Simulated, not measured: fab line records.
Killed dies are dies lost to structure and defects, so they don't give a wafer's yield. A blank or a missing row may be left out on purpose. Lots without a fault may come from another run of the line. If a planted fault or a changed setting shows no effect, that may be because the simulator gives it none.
Which tool is to blame? | flow n5_finfet | 10 lots, 30 wafers sampled, at 4 steps of a route of 1938

## WHAT THE GAUGES READ, wafer by wafer
No reading from a measuring or inspecting step in the record can be judged against a usual standard deviation.

## TOOL THAT RAN EACH LOT (tool first, then ch and the chambers of the sampled wafers, then the start)
lot  | N5_BEOL_M14_ETCH_68                | N5_BEOL_M14_ETCH_38                           | N5_BEOL_M15_EXPOSE_07             | N5_BEOL_M15_VIA_ETCH_16
L873 | rie_diel-05 ch 1,2,3, day 13 05:21 | rie_diel-05 ch 1,3, day 13 08:24 or earlier   | krf_scanner-01 ch 0, day 13 08:24 | rie_diel-02 ch 1,2, day 13 08:44
L872 | rie_diel-01 ch 0,2, day 13 05:30   | rie_diel-01 ch 0,1,2, day 13 09:12 or earlier | krf_scanner-01 ch 0, day 13 09:12 | rie_diel-06 ch 0,1, day 13 09:33
L871 | rie_diel-01 ch 1,2,3, day 13 06:05 | rie_diel-01 ch 1,3, day 13 10:17 or earlier   | krf_scanner-01 ch 0, day 13 10:17 | rie_diel-06 ch 1,2, day 13 10:53
L878 | rie_diel-01 ch 2,3, day 14 05:56   | rie_diel-05 ch 1,2, day 14 11:37 or earlier   | krf_scanner-02 ch 0, day 14 11:37 | rie_diel-02 ch 2,3, day 14 11:57
L879 | rie_diel-03 ch 2,3, day 14 23:41   | rie_diel-03 ch 1,2, day 15 02:23 or earlier   | krf_scanner-02 ch 0, day 15 02:23 | rie_diel-02 ch 0,1, day 15 03:02
L881 | rie_diel-01 ch 1,3, day 15 10:18   | rie_diel-01 ch 2,3, day 15 14:04 or earlier   | krf_scanner-01 ch 0, day 15 14:04 | rie_diel-04 ch 0,2, day 15 14:25
L891 | rie_diel-03 ch 0,3, day 18 01:35   | rie_diel-01 ch 1,2, day 18 05:40 or earlier   | krf_scanner-01 ch 0, day 18 05:40 | rie_diel-02 ch 1,2, day 18 06:28
L893 | rie_diel-01 ch 1,3, day 18 01:56   | rie_diel-03 ch 0,1,2, day 18 08:21 or earlier | krf_scanner-02 ch 0, day 18 08:21 | rie_diel-04 ch 0,1,2, day 18 08:42
L890 | rie_diel-05 ch 1,3, day 18 03:05   | rie_diel-05 ch 0,2,3, day 18 08:35 or earlier | krf_scanner-01 ch 0, day 18 08:35 | rie_diel-06 ch 0,2,3, day 18 09:13
L894 | rie_diel-05 ch 1,3, day 18 14:58   | rie_diel-05 ch 1,2,3, day 18 21:23 or earlier | krf_scanner-02 ch 0, day 18 21:23 | rie_diel-06 ch 0,1,2, day 18 21:44
- N5_BEOL_M14_ETCH_68: etches SOC in N2/H2, time 450 s.
- N5_BEOL_M14_ETCH_38: etches SiCN in CF4/N2, target depth 106.5 nm, time 120.6 s.
- N5_BEOL_M15_EXPOSE_07: exposes mask V14.
- N5_BEOL_M15_VIA_ETCH_16: etches SiO2 in C4F8/O2/Ar, target depth 1792.2 nm.

## WHAT THE TOOLS THEMSELVES READ (means of the sampled wafers that have a number; where no wafer has one, the mark that the record gives instead)
N5_BEOL_M14_ETCH_68. Usual: drypump_motor_current_A 5.7 A, standard deviation 0.42; n2_flow_sccm 200.0 sccm, standard deviation 0.58; oes_product_au 0.81 a.u., standard deviation 0.051; rf_vpp_V 524 V, standard deviation 3.4; showerhead_plenum_p_Torr 2.56 Torr, standard deviation 0.12; throttle_valve_pct 17.76 %, standard deviation 0.27.
lot  | tool        | drypump_motor_current_A (A) | n2_flow_sccm (sccm) | oes_product_au (a.u.) | rf_vpp_V (V) | showerhead_plenum_p_Torr (Torr) | throttle_valve_pct (%) | flag
L873 | rie_diel-05 | 5.6                         | 200.6               | 0.85                  | 525          | 2.58                            | 17.69                  |
L872 | rie_diel-01 | 5.5                         | 200.1               | 0.85                  | 522          | 2.47                            | 17.62                  |
L871 | rie_diel-01 | 5.8                         | 199.4               | 0.84                  | 525          | 2.54                            | 17.67                  |
L878 | rie_diel-01 | 5.6                         | 200.2               | 0.84                  | 525          | 2.53                            | 17.51                  |
L879 | rie_diel-03 | 6.2                         | 199.7               | 0.75                  | 525          | 2.56                            | 17.61                  |
L881 | rie_diel-01 | 6.3                         | 199.7               | 0.81                  | 526          | 2.60                            | 17.90                  |
L891 | rie_diel-03 | 5.9                         | 200.9               | 0.86                  | 526          | 2.61                            | 17.42                  |
L893 | rie_diel-01 | 6.0                         | 199.8               | 0.78                  | 523          | 2.52                            | 17.95                  |
L890 | rie_diel-05 | 5.6                         | 199.4               | 0.79                  | 523          | 2.51                            | 17.81                  |
L894 | rie_diel-05 | 5.5                         | 200.3               | 0.81                  | 523          | 2.55                            | 17.82                  |

N5_BEOL_M14_ETCH_38. Usual: drypump_motor_current_A 5.7 A, standard deviation 0.37; n2_flow_sccm 59.99 sccm, standard deviation 0.17; oes_product_au 0.82 a.u., standard deviation 0.055; rf_vpp_V 382.4 V, standard deviation 2.5; showerhead_plenum_p_Torr 2.21 Torr, standard deviation 0.1; throttle_valve_pct 15.44 %, standard deviation 0.22.
lot  | tool        | drypump_motor_current_A (A) | n2_flow_sccm (sccm) | oes_product_au (a.u.) | rf_vpp_V (V) | showerhead_plenum_p_Torr (Torr) | throttle_valve_pct (%) | flag
L873 | rie_diel-05 | 5.5                         | 60.01               | 0.87                  | 381.5        | 2.19                            | 15.39                  |
L872 | rie_diel-01 | 5.5                         | 60.17               | 0.84                  | 379.8        | 2.15                            | 15.30                  |
L871 | rie_diel-01 | 6.0                         | 60.00               | 0.84                  | 382.9        | 2.21                            | 15.46                  |
L878 | rie_diel-05 | 5.7                         | 60.01               | 0.79                  | 383.4        | 2.25                            | 15.38                  |
L879 | rie_diel-03 | 5.5                         | 59.81               | 0.84                  | 384.8        | 2.32                            | 15.43                  |
L881 | rie_diel-01 | 6.0                         | 59.89               | 0.82                  | 382.6        | 2.26                            | 15.57                  |
L891 | rie_diel-01 | 5.4                         | 59.72               | 0.81                  | 380.6        | 2.13                            | 15.30                  |
L893 | rie_diel-03 | 5.6                         | 59.96               | 0.82                  | 385.3        | 2.32                            | 15.37                  |
L890 | rie_diel-05 | 5.5                         | 60.11               | 0.77                  | 381.8        | 2.18                            | 15.59                  |
L894 | rie_diel-05 | 5.6                         | 60.13               | 0.78                  | 382.2        | 2.23                            | 15.46                  |

N5_BEOL_M15_EXPOSE_07. Usual: exposure_dose_mJ_cm2 at 41.20, with a standard deviation of 0.04.
lot  | tool           | exposure_dose_mJ_cm2 | flag
L873 | krf_scanner-01 | 41.20                |
L872 | krf_scanner-01 | 41.19                |
L871 | krf_scanner-01 | 41.16                |
L878 | krf_scanner-02 | 41.24                |
L879 | krf_scanner-02 | 41.22                |
L881 | krf_scanner-01 | 41.20                |
L891 | krf_scanner-01 | 42.58                | OFF
L893 | krf_scanner-02 | 41.19                |
L890 | krf_scanner-01 | 42.32                | OFF
L894 | krf_scanner-02 | 41.20                |

N5_BEOL_M15_VIA_ETCH_16. Usual: drypump_motor_current_A 5.8 A, standard deviation 0.57; oes_ar_750_au 0.77 a.u., standard deviation 0.073; oes_product_au 0.70 a.u., standard deviation 0.071; rf_vpp_V 2217 V, standard deviation 37; showerhead_plenum_p_Torr 3.40 Torr, standard deviation 0.1; throttle_valve_pct 30.85 %, standard deviation 0.23.
lot  | tool        | drypump_motor_current_A (A) | oes_ar_750_au (a.u.) | oes_product_au (a.u.) | rf_vpp_V (V) | showerhead_plenum_p_Torr (Torr) | throttle_valve_pct (%) | flag
L873 | rie_diel-02 | 6.5                         | 0.76                 | 0.69                  | 2192         | 3.41                            | 30.73                  |
L872 | rie_diel-06 | 6.2                         | 0.74                 | 0.67                  | 2216         | 3.51                            | 30.94                  |
L871 | rie_diel-06 | 5.9                         | 0.71                 | 0.64                  | 2193         | 3.44                            | 30.97                  |
L878 | rie_diel-02 | 6.6                         | 0.77                 | 0.69                  | 2190         | 3.33                            | 31.08                  |
L879 | rie_diel-02 | 5.7                         | 0.78                 | 0.71                  | 2253         | 3.46                            | 30.49                  |
L881 | rie_diel-04 | 5.5                         | 0.72                 | 0.66                  | 2220         | 3.29                            | 30.74                  |
L891 | rie_diel-02 | 6.5                         | 0.73                 | 0.65                  | 2190         | 3.39                            | 30.78                  |
L893 | rie_diel-04 | 5.5                         | 0.85                 | 0.78                  | 2239         | 3.48                            | 30.83                  |
L890 | rie_diel-06 | 5.7                         | 0.74                 | 0.66                  | 2204         | 3.37                            | 30.88                  |
L894 | rie_diel-06 | 6.1                         | 0.82                 | 0.75                  | 2189         | 3.40                            | 30.86                  |

## THE ANSWER, worked out from the rows above alone
Rule: lot off if the mean of its wafers having a number is beyond 3 standard deviations from the usual mean. A lot without any number at a reading at which 4 lots or more have one is off too. Where the step has rows for the other lots, those lots are counted as sound. The gauges are gone through in route order, then the tools' own readings, and for those a lot's mean is taken as printed above. At the first step where some lot is off, the reading lying furthest off is the one used; lots without a number count as furthest.
Off: L891, L890, at N5_BEOL_M15_EXPOSE_07 (exposure_dose_mJ_cm2).
If a tool, at that step or one of the process steps before it, ran each lot that is off and ran no sound lot following the first of them, it fits. N5_BEOL_M14_ETCH_38: start missing for some lots; hours and lot order therefore follow N5_BEOL_M15_EXPOSE_07. One fits: N5_BEOL_M15_EXPOSE_07 on krf_scanner-01. Its last sound lot is L881 (day 15 14:04), its first lot that is off L891 (day 18 05:40): a fault that began between those two fits.
The tool's own readings at N5_BEOL_M15_EXPOSE_07 bear it out: on the lots that are off they differ by more than 5 times the standard deviation of the sound lots' means. exposure_dose_mJ_cm2 reads 42.45 there against 41.20 on the sound lots.

## WHAT THE SIMULATOR HAD PUT IN
Process parameters drifting: krf_scanner-01 at N5_BEOL_M15_EXPOSE_07, beginning at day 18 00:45. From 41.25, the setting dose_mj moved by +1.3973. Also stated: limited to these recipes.
Struck lots among those shown: L891, L890. The rule given above showed the same thing.
